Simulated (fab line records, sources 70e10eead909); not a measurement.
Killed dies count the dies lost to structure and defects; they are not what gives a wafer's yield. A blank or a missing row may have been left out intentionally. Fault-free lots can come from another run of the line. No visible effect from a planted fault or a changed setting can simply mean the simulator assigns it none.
Matching of chambers | flow nandHarc | NHARC_A_CONTACT_ETCH_90 on rieDiel-01 has 4 sister chambers
The step etches the open film in CH3F/O2, target depth 40 nm, time 85.7 s. 8 wafers are shown with their chamber, then 8 later ones without.

## WAFERS PAIRED WITH THEIR CHAMBERS
wafer  | chamber | showerheadPlenumPTorr (Torr) | drypumpMotorCurrentA (A)
L080.6 | 3       | 2.56                         | 6.2
L083.2 | 1       | 2.47                         | 5.7
L083.3 | 2       | 2.43                         | 6.6
L083.4 | 3       | 2.55                         | 6.3
L091.1 | 0       | 2.27                         | 6.3
L091.5 | 1       | 2.47                         | 5.7
L091.6 | 0       | 2.27                         | 6.3
L090.1 | 2       | 2.43                         | 6.6

## WAFERS WITH NO CHAMBER GIVEN
wafer  | showerheadPlenumPTorr (Torr) | drypumpMotorCurrentA (A)
L090.3 | 2.55                         | 6.3
L090.5 | 2.55                         | 6.3
L093.2 | 2.46                         | 5.7
L093.3 | 2.55                         | 6.2
L093.6 | 2.55                         | 6.2
L092.1 | 2.54                         | 6.3
L092.4 | 2.43                         | 6.7
L092.6 | 2.54                         | 6.3

## WHICH CHAMBER EACH WENT THROUGH
wafer  | from the rows above | in truth
L090.3 | 3                   | 3
L090.5 | 3                   | 3
L093.2 | 1                   | 1
L093.3 | 3                   | 3
L093.6 | 3                   | 3
L092.1 | 3                   | 3
L092.4 | 2                   | 2
L092.6 | 3                   | 3
Placed correctly: 8 of 8. Can't be placed from these rows: 0. Number placed wrongly: 0.
How it was worked out, from the rows above alone: a wafer's distance from a chamber is the root of the sum, over the readings, of the square of ((its reading less the chamber's mean) divided by the reading's scatter). The wafer belongs to the nearest chamber; if the next one is less than 2 further off, it can't be placed. The mean given for a chamber averages the wafers shown for that chamber. The scatter is the square root of a quotient: the sum, over the shown wafers, of each reading's squared deviation from its chamber's mean, divided by wafers minus chambers.
